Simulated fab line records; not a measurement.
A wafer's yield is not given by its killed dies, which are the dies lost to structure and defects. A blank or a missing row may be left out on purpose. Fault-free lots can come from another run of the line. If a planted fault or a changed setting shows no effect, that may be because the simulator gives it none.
Shared-tool check -- flow nand_harc -- Sample size 14 lots and 42 wafers

== WHY IT WAS OPENED ==
At NHARC_A_SOURCE_PLATE_THK_MEAS_09 the reading thk_nm is flagged on 2 of 14 lots. Fault-free wafers read 9.7 nm, with a standard deviation of 1.1.
Rule: a lot is flagged in two cases, either no wafer of it has a number, or all its wafers with numbers fall more than 4 standard deviations from that mean. The rest of the lots are taken to be sound.

lot,measured,on,"thk_nm (nm), wafer by wafer",flag
L603,day 7 12:40,film_metro-02,9.3 7.8 10.2,
L604,day 7 17:54,film_metro-01,9.7 8.5 11.5,
L605,day 8 04:16,film_metro-01,9.9 9.3 8.1,
L606,day 8 20:27,film_metro-01,9.2 12.2 7.9,
L609,day 10 14:05,film_metro-01,15.4 14.4 16.8,FLAGGED
L612,day 11 03:59,film_metro-01,10.1 9.1 9.6,
L614,day 11 23:51,film_metro-01,11.6 9.3 10.2,
L613,day 12 00:12,film_metro-02,14.3 16.6 16.0,FLAGGED
L616,day 13 05:52,film_metro-01,9.1 8.1 10.0,
L619,day 14 06:59,film_metro-02,11.4 8.5 9.5,
L621,day 14 20:03,film_metro-01,11.0 9.0 11.4,
L622,day 15 16:14,film_metro-01,10.6 11.2 8.9,
L625,day 16 18:59,film_metro-01,9.1 8.6 10.7,
L624,day 16 18:59,film_metro-01,9.4 8.5 9.4,
The numbers of the flagged lots are 15.6 nm on average: +5.9 nm against the usual, or +5 standard deviations.

== WHICH TOOL RAN EACH LOT ==
The record holds 3 process steps before the reading, out of a route of 1302 steps. Each cell gives the tool, then ch followed by the chambers the sampled wafers passed through, then the start.
lot,flag,NHARC_P_BONDPAD_CMP_19,NHARC_A_ZERO_WELL_ETCH_13,NHARC_A_SOURCE_PLATE_OXIDE_02
L603,,"cmp-04 ch 0,1,2, day 7 01:03","rie_si-06 ch 0,1,2, day 7 03:14","furnace-01 ch 0, day 7 08:38"
L604,,"cmp-02 ch 0,1,2, day 7 07:15","rie_si-06 ch 0,1,2, day 7 09:27","furnace-01 ch 0, day 7 13:47"
L605,,"cmp-02 ch 0,1,3, day 7 17:44","rie_si-01 ch 0,2,3, day 7 19:56","furnace-01 ch 0, day 8 00:14"
L606,,"cmp-03 ch 1,2, day 8 07:32","rie_si-06 ch 0,1,3, day 8 09:45","furnace-06 ch 0, day 8 16:21"
L609,FLAGGED,"cmp-03 ch 0,1,2, day 9 17:13","rie_si-06 ch 0,2,3, day 9 19:17","furnace-03 ch 0, day 10 03:02"
L612,,"cmp-04 ch 0,2,3, day 10 17:33","rie_si-01 ch 0,2, day 10 19:40","furnace-03 ch 0, day 10 23:53"
L614,,"cmp-04 ch 1,2,3, day 11 13:20","rie_si-01 ch 0,2,3, day 11 15:35","furnace-03 ch 0, day 11 19:46"
L613,FLAGGED,"cmp-04 ch 2,3, day 11 08:10","rie_si-01 ch 0,3, day 11 10:24","furnace-03 ch 0, day 11 14:37"
L616,,"cmp-02 ch 0,1,3, day 12 21:57","rie_si-06 ch 0,1,2, day 13 00:11","furnace-06 ch 0, day 13 01:47"
L619,,"cmp-04 ch 0,2,3, day 13 17:41","rie_si-06 ch 1,2,3, day 13 19:45","furnace-01 ch 0, day 14 02:52"
L621,,"cmp-03 ch 0,3, day 14 09:26","rie_si-06 ch 0,1,2, day 14 11:38","furnace-06 ch 0, day 14 15:58"
L622,,"cmp-02 ch 1,3, day 15 05:48","rie_si-05 ch 0,1,2, day 15 07:53","furnace-06 ch 0, day 15 12:13"
L625,,"cmp-03 ch 0,2,3, day 16 07:01","rie_si-05 ch 0,1,2, day 16 09:16","furnace-06 ch 0, day 16 14:59"
L624,,"cmp-02 ch 0,3, day 16 08:40","rie_si-06 ch 1,2, day 16 10:53","furnace-06 ch 0, day 16 14:59"
What is done by these steps:
- NHARC_P_BONDPAD_CMP_19: polishes, t overpolish 30 s, cu recess touch 16 s, target thk 160.81 nm.
- NHARC_A_ZERO_WELL_ETCH_13: etches the open film in HBr/Cl2, target depth 120 nm, time 40.1 s.
- NHARC_A_SOURCE_PLATE_OXIDE_02: material SiO2, target thk 10 nm, ox time 1362 s.
- NHARC_A_SOURCE_PLATE_THK_MEAS_09: measures by ellipsometry.

== FLAGGED OVER TOTAL, TOOL BY TOOL (the gauges that took the reading come last) ==
step,tool,lots run,flagged,share of the flagged lots,sound lots run after its first flagged lot
NHARC_P_BONDPAD_CMP_19,cmp-02,5,0,none,-
NHARC_P_BONDPAD_CMP_19,cmp-03,4,1,some,"2 (L621,L625)"
NHARC_P_BONDPAD_CMP_19,cmp-04,5,1,some,"2 (L614,L619)"
NHARC_A_ZERO_WELL_ETCH_13,rie_si-01,4,1,some,1 (L614)
NHARC_A_ZERO_WELL_ETCH_13,rie_si-05,2,0,none,-
NHARC_A_ZERO_WELL_ETCH_13,rie_si-06,8,1,some,"4 (L616,L619,L621,L624)"
NHARC_A_SOURCE_PLATE_OXIDE_02,furnace-01,4,0,none,-
NHARC_A_SOURCE_PLATE_OXIDE_02,furnace-03,4,2,all,"2 (L612,L614)"
NHARC_A_SOURCE_PLATE_OXIDE_02,furnace-06,6,0,none,-
NHARC_A_SOURCE_PLATE_THK_MEAS_09,film_metro-01,11,1,some,"7 (L612,L614,L616,L621,L622,L625,L624)"
NHARC_A_SOURCE_PLATE_THK_MEAS_09,film_metro-02,3,1,some,1 (L619)

== WHAT IS ALLOWED BY THE TABLE ==
In the table, 1 row covers all flagged lots: furnace-03 at NHARC_A_SOURCE_PLATE_OXIDE_02.
- furnace-03 at NHARC_A_SOURCE_PLATE_OXIDE_02: 2 of its 4 lots flagged. Sound lots ran on it after the first flagged one (L612, L614), which a lasting fault on the whole tool wouldn't allow.
None of the table's rows ran every flagged lot and, after the first, no sound lot.

== WHAT THE SIMULATOR PUT IN ==
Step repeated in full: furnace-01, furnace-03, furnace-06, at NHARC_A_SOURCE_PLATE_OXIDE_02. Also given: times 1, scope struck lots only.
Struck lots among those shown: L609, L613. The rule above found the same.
